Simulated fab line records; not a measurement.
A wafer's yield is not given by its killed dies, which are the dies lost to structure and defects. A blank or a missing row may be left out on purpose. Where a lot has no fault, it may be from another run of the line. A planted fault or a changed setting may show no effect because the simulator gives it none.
fab line records | flow nandHarc
[record] lots = 6 wafers = 18 lastDay = 25
route steps=1159 shown A_ZERO_WELL@394 A_SOURCE_PLATE@413 A_ONON_D1@424 END@1159
lots untouched by any fault: they come from a run of this same line in which no faults occurred
startH: start of the lot's first displayed wafer, in hours after the record's first day | waitH: hours elapsed since this lot's preceding step | " unchanged from the row above | L1.1+2: a row that stands for several wafers | - no value, or no start given | * or withheld: withheld | < > ~ a bound
route shown NAME@n: names a module that has steps shown in the file, with the first one's number in the route | usual: mean and standard deviation over wafers with no fault | same: alike in all rows | chamber/n: place in a boat | sites: each site's reading | _std_site: standard deviation across them | _edge_site: inner sites' mean taken away from outer sites' mean | radiusMm: how far each site lies from the wafer's centre | mask NAME#n: copy n | behind: the most recent tool/chamber to have shaped the wafer | hold: why the lot was held/for how many hours/how that ended | device: the transistor (n, p or np) that didn't switch | end of line: tests run on the same wafers once the route is complete | a step with no rows: only its recipe | killed: at the first sort, the dies lost to defects and structure; wafer yield is something else | map: a wafer's dies, marking killed ones x, the rest . and places with no die _
set.NAME: the setting the step ran with; set.NAME@STEP: the setting that earlier step ran with | model.NAME: the simulator's own value behind a step, which no gauge read
lots at some steps of the route; a table a step, a row a wafer
services: the hour from which a tool's chamber was out of use, counted from the record's first day as startH (under 0 if before that day), plus the number of hours and why
[[steps]]
[step NHARC_A_ZERO_WELL_COAT_18]
[recipe] tempC = 200 timeS = 65
[step NHARC_A_ZERO_WELL_COAT_04]
[recipe] spinRpm = 2000 resistThkNm = 600
[step NHARC_A_ZERO_WELL_SOFTBAKE_05]
[recipe] tempC = 125 timeS = 70
[step NHARC_A_ZERO_WELL_EBR_06]
[step NHARC_A_ZERO_WELL_EXPOSE_07]
[recipe] na = 0.55 doseMj = 33.85 maskId = A_ZERO
[step NHARC_A_ZERO_WELL_PEB_08]
[recipe] pebTempC = 128 pebTimeS = 80
[step NHARC_A_ZERO_WELL_DEVELOP_09]
[recipe] timeS = 50 devTempC = 22
[step NHARC_A_ZERO_WELL_CD_MEAS_10]
[recipe] targetCdNm = 2000 landingEnergyEv = 500
[usual] cdNm = 2001.3/2.1
[same] landingEnergyEv = 500
// columns lot.wafer tool chamber startH waitH cdNm
L285.1 cdSem-02 0 132.45 - 2003.2
L285.3 " 0 " " 2000.5
L285.6 " 0 " " 2002.9
L287.2 cdSem-02 0 143.18 - 1999.0
L287.3 " 0 " " 1999.8
L287.5 " 0 " " 2001.1
L293.4 cdSem-01 0 178.23 - 2005.1
L293.5 " 0 " " 2003.3
L293.6 " 0 " " 2000.5
L294.4 cdSem-01 0 195.29 - 2000.8
L294.5 " 0 " " 2005.3
L294.6 " 0 " " 2001.5
L300.1 cdSem-02 0 228.53 - 2000.8
L300.5 " 0 " " 2002.5
L300.6 " 0 " " 2002.1
L307.1 cdSem-01 0 284.95 - 2005.3
L307.2 " 0 " " 1997.9
L307.5 " 0 " " 2001.3
[step NHARC_A_ZERO_WELL_HARDBAKE_11]
[recipe] tempC = 118 timeS = 65
[step NHARC_A_ZERO_WELL_DESCUM_12]
[recipe] timeS = 3 o2FlowSccm = 200 arFlowSccm = 0 biasPowerW = 0 chemistry = O2
[usual] drypumpMotorCurrentA = 5.7/0.61 oesProductAu = 1.002/0.012 rfVppV = 57.9/0.9 showerheadPlenumPTorr = 1.95/0.077 throttleValvePct = 11.312/0.009
// columns lot.wafer tool chamber startH waitH drypumpMotorCurrentA oesProductAu rfHoursCounterH rfVppV showerheadPlenumPTorr throttleValvePct
L285.1 rieDiel-09 3 132.61 - 6.0 1.025 3 58.5 2.06 11.312
L285.3 " 0 " " 5.9 0.978 3 59.0 1.99 11.291
L285.6 " 3 " " 6.0 1.015 - 59.0 2.06 11.323
L287.2 rieDiel-03 2 143.38 - 6.8 1.001 11 56.6 1.87 11.320
L287.3 " 3 " " 5.3 0.964 11 58.1 1.93 11.309
L287.5 " 0 " " 4.8 1.008 - 57.4 1.95 11.317
L293.4 rieDiel-01 1 178.39 - 5.3 1.026 4 58.4 1.95 11.308
L293.5 " 0 " " 5.7 1.015 - 58.4 1.89 11.327
L293.6 " 1 " " 5.3 1.009 - 58.1 1.95 11.299
L294.4 rieDiel-01 1 195.47 - 5.3 1.018 5 56.4 1.95 11.315
L294.5 " 2 " " 6.0 1.008 - 56.7 1.79 11.312
L294.6 " 3 " " 5.7 0.996 - 57.6 1.91 11.314
L300.1 rieDiel-03 0 228.69 - 4.9 0.994 1 57.8 1.95 11.298
L300.5 " 3 " " 5.3 0.983 - 58.5 1.93 11.315
L300.6 " 0 " " 4.8 0.997 - 58.0 1.95 11.305
L307.2 rieDiel-09 1 285.12 - 6.7 0.981 1 58.3 2.00 11.302
L307.1 " 2 " " 6.3 0.994 1 58.5 2.03 11.303
L307.5 " 1 " " 6.7 0.989 - 58.3 2.00 11.301
[step NHARC_A_ZERO_WELL_ETCH_19]
[recipe] targetDepthA = 800 overetchA = 240 timeS = 87.88 ionEnergyEv = 200 n2FlowSccm = 150 h2FlowSccm = 150 arFlowSccm = 0 rfW = 400 biasW = 150 chemistry = N2/H2
[usual] drypumpMotorCurrentA = 5.7/0.59 oesProductAu = 1.002/0.015 rfVppV = 431.6/2.4 showerheadPlenumPTorr = 2.08/0.084 throttleValvePct = 14.171/0.0091
// columns lot.wafer tool chamber startH waitH drypumpMotorCurrentA oesProductAu rfHoursCounterH rfVppV showerheadPlenumPTorr throttleValvePct
L285.3 rieDiel-09 3 132.70 0.1 6.0 1.025 3 434.4 2.20 14.179
L285.1 " 0 " " 5.9 0.983 3 431.9 2.13 14.185
L285.6 " 2 " " 6.3 1.010 - 435.2 2.18 14.167
L287.3 rieDiel-03 0 143.45 0.1 4.9 1.017 10 431.3 2.08 14.175
L287.2 " 2 " " 6.8 0.999 11 429.1 1.99 14.182
L287.5 " 3 " " 5.3 0.966 - 430.7 2.06 14.157
L293.4 rieDiel-01 3 178.47 0.1 5.7 0.987 3 431.3 2.04 14.168
L293.5 " 2 " " 6.0 1.004 - 427.0 1.91 14.184
L293.6 " 3 " " 5.7 0.986 - 430.6 2.04 14.162
L294.4 rieDiel-01 3 195.52 0.1 5.7 1.008 5 429.8 2.04 14.166
L294.5 " 3 " " 5.7 1.007 - 430.4 2.04 14.176
L294.6 " 0 " " 5.7 1.012 - 430.3 2.01 14.181
L300.1 rieDiel-03 1 228.78 0.1 5.3 1.004 1 436.5 2.20 14.173
L300.6 " 0 " " 4.8 0.995 - 432.1 2.08 14.182
L300.5 " 1 " " 5.3 1.003 - 435.1 2.20 14.167
L307.2 rieDiel-09 3 285.19 0.1 5.9 1.012 1 434.3 2.19 14.178
L307.1 " 1 " " 6.7 0.987 1 433.2 2.13 14.162
L307.5 " 0 " " 5.9 0.992 - 431.6 2.12 14.182
[step NHARC_A_ZERO_WELL_ETCH_13]
[recipe] targetDepthA = 1200 timeS = 40.1 hbrFlowSccm = 150 cl2FlowSccm = 50 rfW = 400 icpW = 400 biasW = 100 chemistry = HBr/Cl2
[usual] drypumpMotorCurrentA = 5.7/0.44 oesProductAu = 1.003/0.014 throttleValvePct = 26.407/0.0097
// columns lot.wafer tool chamber startH waitH drypumpMotorCurrentA oesProductAu rfHoursCounterH throttleValvePct
L285.1 rieSi-04 0 132.81 - 5.9 0.997 0.2 26.390
L285.3 " 2 " " 6.5 1.006 0.2 26.419
L285.6 " 0 " " 5.9 0.994 - 26.412
L287.3 rieSi-03 0 143.56 - 5.7 0.981 1.1 26.410
L287.2 " 2 " " 5.4 0.999 1.2 26.400
L287.5 " 0 " " 5.8 0.985 - 26.388
L293.4 rieSi-03 0 178.58 - 5.7 1.002 0.0 26.395
L293.6 " 0 " " 5.7 1.002 - 26.416
L293.5 " 1 " " 6.0 1.027 - 26.408
L294.4 rieSi-03 2 195.69 - 5.4 1.008 0.2 26.410
L294.5 " 0 " " 5.7 1.006 - 26.397
L294.6 " 1 " " 6.1 1.016 - 26.405
L300.1 rieSi-03 3 228.91 - 6.1 1.003 0.5 26.419
L300.5 " 2 " " 5.4 1.010 - 26.405
L300.6 " 3 " " 6.1 1.015 - 26.412
L307.2 rieSi-04 0 285.31 - 5.9 0.999 0.0 26.408
L307.1 " 3 " " 5.5 1.001 0.0 26.401
L307.5 " 0 " " 5.9 0.998 - 26.418
[step NHARC_A_ZERO_WELL_STRIP_14]
[recipe] timeS = 900 tempC = 130 chemistry = SPM
[usual] bathGuardTempC = 130.1/0.62
// columns lot.wafer tool chamber startH waitH bathGuardTempC
L285.3 wetBench-09 7 132.96 - 130.1
L285.6 " 1 " " 130.7
L285.1 " 4 " " 129.2
L287.5 wetBench-06 3 143.73 - 131.1
L287.2 " 5 " " 129.9
L287.3 " 6 " " 129.5
L293.4 wetBench-09 6 178.74 - 129.4
L293.5 " 2 " " 129.1
L293.6 " 3 " " 130.3
L294.4 wetBench-09 0 195.81 - 131.0
L294.5 " 3 " " 130.2
L294.6 " 5 " " 130.6
L300.5 wetBench-05 1 229.05 - 130.3
L300.1 " 3 " " 129.9
L300.6 " 4 " " 130.1
L307.1 wetBench-06 0 285.46 - 130.6
L307.5 " 2 " " 129.8
L307.2 " 4 " " 131.0
[step NHARC_A_ZERO_WELL_IMPLANT_15]
[recipe] energyKev = 150 doseCm2 = 1e+13 tiltDeg = 7
[step NHARC_A_ZERO_WELL_PRECLEAN_22]
[recipe] timeS = 60 tempC = 50 bathAgeMin = 0 chemistry = SC1
[step NHARC_A_ZERO_WELL_SRD_23]
[step NHARC_A_ZERO_WELL_RTA_16]
[recipe] tempC = 1000 timeS = 10
[usual] annealTempCMax = 1006.3/1.4 lampPowerPct = 29.96/0.3 wafer_temp_C_max = 1004.1/1.1
// columns lot.wafer tool chamber startH waitH annealTempCMax lampPowerPct wafer_temp_C_max
L285.1 rtpAnneal-02 0 133.75 0.1 1004.8 29.64 1003.2
L285.3 " 0 " " 1004.7 29.69 1003.1
L285.6 " 0 " " 1005.4 29.65 1003.9
L287.2 rtpAnneal-01 0 144.69 - 1005.9 30.27 1005.2
L287.3 " 0 " " 1009.9 30.25 1007.6
L287.5 " 0 " " 1007.5 30.26 1005.9
L293.4 rtpAnneal-01 0 179.63 0.2 1006.4 30.27 1004.8
L293.5 " 0 " " 1007.1 30.23 1003.8
L293.6 " 0 " " 1006.6 30.18 1004.3
L294.4 rtpAnneal-01 0 196.65 - 1005.9 30.24 1004.8
L294.5 " 0 " " 1005.2 30.28 1005.8
L294.6 " 0 " " 1006.5 30.24 1004.8
L300.1 rtpAnneal-02 0 229.80 - 1003.6 29.66 1003.5
L300.5 " 0 " " 1005.8 29.70 1004.2
L300.6 " 0 " " 1004.5 29.65 1004.3
L307.1 rtpAnneal-02 0 286.22 - 1004.6 29.61 1005.1
L307.2 " 0 " " 1004.0 29.58 1003.2
L307.5 " 0 " " 1004.9 29.60 1003.5
[step NHARC_A_ZERO_WELL_INSPECT_17]
[usual] rawDefectCount = 9/5.4
// columns lot.wafer tool chamber startH waitH rawDefectCount
L285.1 defectInspect-01 - 133.95 0.2 13
L285.3 " - " " 7
L285.6 " - " " 1
L287.2 defectInspect-01 - 144.86 0.1 8
L287.3 " - " " 11
L287.5 " - " " 9
L293.4 defectInspect-02 - 179.75 0.1 616
L293.5 " - " " 598
L293.6 " - " " 642
L294.4 defectInspect-02 - 196.76 0.1 578
L294.5 " - " " 595
L294.6 " - " " 675
L300.1 defectInspect-01 - 230.00 0.2 5
L300.5 " - " " 9
L300.6 " - " " 8
L307.1 defectInspect-02 - 286.42 0.2 3
L307.2 " - " " 7
L307.5 " - " " 4
[step NHARC_A_SOURCE_PLATE_PRECLEAN_00]
[recipe] timeS = 60 chemistry = HF-LAST
[step NHARC_A_SOURCE_PLATE_SRD_01]
[step NHARC_A_SOURCE_PLATE_OXIDE_02]
[recipe] targetThkA = 100 tempC = 900 oxTimeS = 1362 material = SiO2
[step NHARC_A_SOURCE_PLATE_THK_MEAS_09]
[recipe] thkMeasGauge = ellipsometry
[usual] thkNm = 9.7/0.99
// columns lot.wafer tool chamber startH waitH thkNm
L285.1 filmMetro-01 - 140.37 0.4 8.7
L285.3 " - " " 11.4
L285.6 " - " " 8.9
L287.2 filmMetro-02 - 152.28 0.4 9.9
L287.3 " - " " 9.4
L287.5 " - " " 9.8
L293.4 filmMetro-01 - 186.83 0.4 8.5
L293.5 " - " " 9.1
L293.6 " - " " 8.7
L294.4 filmMetro-01 - 203.41 0.4 10.1
L294.5 " - " " 8.4
L294.6 " - " " 8.9
L300.1 filmMetro-02 - 236.10 0.4 10.0
L300.5 " - " " 10.7
L300.6 " - " " 10.1
L307.1 filmMetro-02 - 293.83 0.4 10.5
L307.2 " - " " 9.5
L307.5 " - " " 10.6
[step NHARC_A_SOURCE_PLATE_PVD_04]
[recipe] targetThkA = 500 material = WSi2
[step NHARC_A_SOURCE_PLATE_CVD_03]
[recipe] targetThkA = 2000 tempC = 620 pressureMtorr = 200 timeS = 4000 material = poly-Si
[step NHARC_A_SOURCE_PLATE_ANNEAL_05]
[recipe] tempC = 850 timeS = 1800
[step NHARC_A_SOURCE_PLATE_THK_MEAS_06]
[recipe] thkMeasGauge = ellipsometry
[usual] thkNm = 200.3/2.2
// columns lot.wafer tool chamber startH waitH thkNm
L285.1 filmMetro-01 - 153.36 0.4 201.8
L285.3 " - " " 201.8
L285.6 " - " " 199.9
L287.2 filmMetro-02 - 168.89 0.4 201.3
L287.3 " - " " 200.4
L287.5 " - " " 204.4
L293.4 filmMetro-01 - 199.87 0.4 202.3
L293.5 " - " " 200.3
L293.6 " - " " 199.6
L294.4 filmMetro-02 - 216.72 0.4 197.1
L294.5 " - " " 195.3
L294.6 " - " " 194.5
L300.1 filmMetro-01 - 248.98 0.4 198.5
L300.5 " - " " 199.2
L300.6 " - " " 202.7
L307.1 filmMetro-02 - 308.65 0.4 198.9
L307.2 " - " " 200.7
L307.5 " - " " 200.4
[step NHARC_A_SOURCE_PLATE_INSPECT_08]
[usual] rawDefectCount = 57/25
// columns lot.wafer tool chamber startH waitH rawDefectCount
L285.1 defectInspect-01 - 153.45 0.0 49
L285.3 " - " " 33
L285.6 " - " " 72
L287.2 defectInspect-01 - 168.96 0.0 41
L287.3 " - " " 89
L287.5 " - " " 40
L293.4 defectInspect-01 - 199.93 0.0 685
L293.5 " - " " 648
L293.6 " - " " 735
L294.4 defectInspect-02 - 216.79 0.0 628
L294.5 " - " " 682
L294.6 " - " " 779
L300.1 defectInspect-02 - 249.06 0.0 46
L300.5 " - " " 64
L300.6 " - " " 80
L307.1 defectInspect-01 - 308.71 0.0 27
L307.2 " - " " 40
L307.5 " - " " 37
[step NHARC_A_ONON_D1_DEP_00]
[recipe] targetThkA = 10000 n2FlowSccm = 2750 n2oFlowSccm = 2000 nh3FlowSccm = 500 sih4FlowSccm = 210 tempC = 400
[step NHARC_END_SORT_01]
[recipe] tempC = 25
[usual] killedAtArray = 27/10 killedAtOther = 0.6/0.83 killedAtPeriphery = 2.4/1.8 killedDies = 30/10 killedOpen = 3.3/1.7 killedShort = 1.8/1.4
[same] grossDies = 677
// columns lot.wafer tool chamber startH waitH killedAtArray killedAtOther killedAtPeriphery killedDies killedOpen killedShort
L293.4 prober-01 0 482.43 3.4 107 0 0 107 2 1
L293.5 prober-01 0 483.22 3.7 66 0 3 69 2 2
L293.6 prober-01 0 484.01 4.0 82 0 4 86 0 1
L294.4 prober-02 0 503.71 3.4 111 0 1 112 0 1
L294.5 prober-02 0 504.52 3.7 84 0 4 88 8 1
L294.6 prober-02 0 505.32 4.0 90 0 1 91 3 0
L300.1 prober-01 0 522.15 2.5 36 0 2 38 2 6
// killed by level:class
L293.4 A_ZERO_WELL:unspecified=71 A_CHANNEL_HOLE_D1:chamberFilmFlake=17 A_SLIT:chamberFilmFlake=12 A_STAIRCASE:chamberFilmFlake=2 A_SGD_CUT:geometricParticle:open=1 A_M0:geometricParticle:short=1 A_M0:geometricParticle:open=1 A_ZERO_WELL:chamberFilmFlake=1
L293.5 A_ZERO_WELL:unspecified=36 A_CHANNEL_HOLE_D1:chamberFilmFlake=13 A_SLIT:chamberFilmFlake=12 A_STAIRCASE:chamberFilmFlake=2 P_CONTACT:geometricParticle:open=1 P_M0:geometricParticle:open=1 A_CHANNEL_HOLE_D1:geometricParticle:short=1 A_M0:geometricParticle:short=1
L293.6 A_ZERO_WELL:unspecified=53 A_CHANNEL_HOLE_D1:chamberFilmFlake=14 A_SLIT:chamberFilmFlake=6 A_STAIRCASE:chamberFilmFlake=4 A_CHANNEL_FILL_D1:chamberFilmFlake=3 A_BLC:geometricParticle:short=1 P_ZERO_WELL:chamberFilmFlake=1 P_STI:chamberFilmFlake=1
L294.4 A_ZERO_WELL:unspecified=88 A_CHANNEL_HOLE_D1:chamberFilmFlake=15 A_CONTACT:chamberFilmFlake=5 A_STAIRCASE:chamberFilmFlake=2 P_GATE:geometricParticle:short=1 A_WL_FILL:chamberFilmFlake=1
L294.5 A_ZERO_WELL:unspecified=57 A_CHANNEL_HOLE_D1:chamberFilmFlake=18 P_M0:geometricParticle:open=2 A_CONTACT:geometricParticle:open=2 A_CONTACT:chamberFilmFlake=2 P_CONTACT:geometricParticle:open=1 P_M1:geometricParticle:open=1 A_CHANNEL_FILL_D1:geometricParticle:open=1
L294.6 A_ZERO_WELL:unspecified=76 A_CONTACT:chamberFilmFlake=5 A_CHANNEL_HOLE_D1:chamberFilmFlake=3 A_WL_FILL:chamberFilmFlake=2 P_M0:geometricParticle:open=1 A_ONON_D1:geometricParticle:open=1 A_WL_FILL:geometricParticle:open=1 A_ZERO_WELL:chamberFilmFlake=1
L300.1 A_SLIT:chamberFilmFlake=17 A_CHANNEL_HOLE_D1:chamberFilmFlake=5 A_STAIRCASE:chamberFilmFlake=4 A_WL_FILL:geometricParticle:short=2 A_SGD_CUT:chamberFilmFlake=2 P_STI:geometricParticle:short=1 A_CHANNEL_FILL_D1:geometricParticle:open=1 A_SGD_CUT:geometricParticle:short=1
// map L293.4 (x killed, . not)
____________.____________
_________......._________
_______..........._______
______...........x.______
_____......x.....xx._____
____.............xx..____
____.....x.....x.xxx.____
___...................___
___..............x....___
__.....................__
__.............xx......__
_......................._
_......................._
_......................._
_x...........x.........._
_.xx...................._
..xx.........x...........
.xxx.....................
xxx......................
xx..x....................
..x.x....................
_x.xx.x.x..............._
_x.xxxxx................_
_xxxxxxx.xx............._
_.xxxxxxx..............._
_.xxxxxxxx.............._
__xxxxxxxx.............__
__xxxxxxx..............__
___xxxxxx.x...........___
___xxxxxx.............___
____xxxx.............____
____xxxxx............____
_____..............._____
______..x.x........______
_______..........x_______
_________......._________
____________.____________
// map L294.4 (x killed, . not)
____________.____________
_________......._________
_______...x......._______
______.xx..........______
_____.xxxx.........._____
____.xxxxxx.x.....x..____
____.xxxxxxx.x....x..____
___..xxxxxxxx.........___
___.xxxxxxxxxx.x......___
__..xxxxxxxxx....x.....__
__.xxxxxxxxxx....x.....__
_...xxxxxxxx............_
_....xxxxxxx............_
_....xxxxx.............._
_x..xxxxx.x............._
_..x...xx..x............_
......x..................
x.xx.....................
....x....................
.xx.xx...................
.x.x.....................
_xx....................._
_.....x................._
_......................._
_....x.................._
_......................._
__x....................__
__......x..............__
___...................___
___...................___
____.................____
____.................____
_____..............._____
______.............______
_______..........._______
_________......._________
____________.____________
[[services]]
// columns tool chamber startH hours kind
rieDiel-09 0 110.62 - clean
rieDiel-09 1 110.62 - clean
rieDiel-09 2 110.62 - clean
rieSi-04 0 113.59 3.5 repair
rieDiel-01 1 115.92 8.4 repair
rieSi-04 2 126.88 2.6 repair
rieDiel-03 3 127.48 1.2 repair
wetBench-06 - 129.60 8.0 pm
rieDiel-01 - 138.11 9.0 pm
rieDiel-03 2 139.12 2.8 repair
rieSi-03 - 155.00 9.0 pm
wetBench-05 - 162.46 0.5 repair
rieDiel-09 2 181.93 8.8 repair
rieDiel-01 3 188.51 1.5 repair
wetBench-05 - 196.80 8.0 pm
rieDiel-03 0 198.91 7.0 repair
rieDiel-03 - 204.02 1.9 repair
rieDiel-03 - 215.31 9.0 pm
rieDiel-09 0 217.68 3.2 repair
rieDiel-09 0 226.98 2.1 repair
rieDiel-09 - 254.12 9.0 pm
wetBench-09 - 259.63 1.0 repair
rieSi-03 0 267.14 6.6 repair
rieSi-04 - 276.00 9.0 pm
[[key]]
[firstSign] step = NHARC_A_ZERO_WELL_INSPECT_17 reading = rawDefectCount direction = up sigmas = 99+ usual = 9 struck = 617
[effect] step = NHARC_A_SOURCE_PLATE_INSPECT_08 reading = rawDefectCount direction = up sigmas = 25 usual = 57 struck = 693
[effect] step = NHARC_END_SORT_01 reading = killedAtArray direction = up sigmas = 6.2 usual = 27 struck = 90
[moreKillsBornAt] NHARC_A_ZERO_WELL_STRIP_14@wetBench-09 = 381
metAt NHARC_A_ZERO_WELL_STRIP_14
struckWafers L293.4,L293.5,L293.6,L294.4,L294.5,L294.6
testerLeftOut L293,L294
onsetBetween 132.96 178.74
alsoFits NHARC_A_ZERO_WELL_DESCUM_12:rieDiel-01,NHARC_A_ZERO_WELL_ETCH_19:rieDiel-01,NHARC_A_ZERO_WELL_RTA_16:rtpAnneal-01
[fault] kind = chamberParticleSource tool = wetBench-09 chamber = - onsetH = 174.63 steps = NHARC_A_ZERO_WELL_STRIP_14 ratePerVisitCm2 = 0.95308 endH = 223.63
// testerLeftOut: of these lots the tester's yield and bins aren't shown, on N5 and GAA mostly nor the transistor test; their killed dies are dies lost to structure and defects alone, not to doping, threshold or leakage, so they don't give the yield
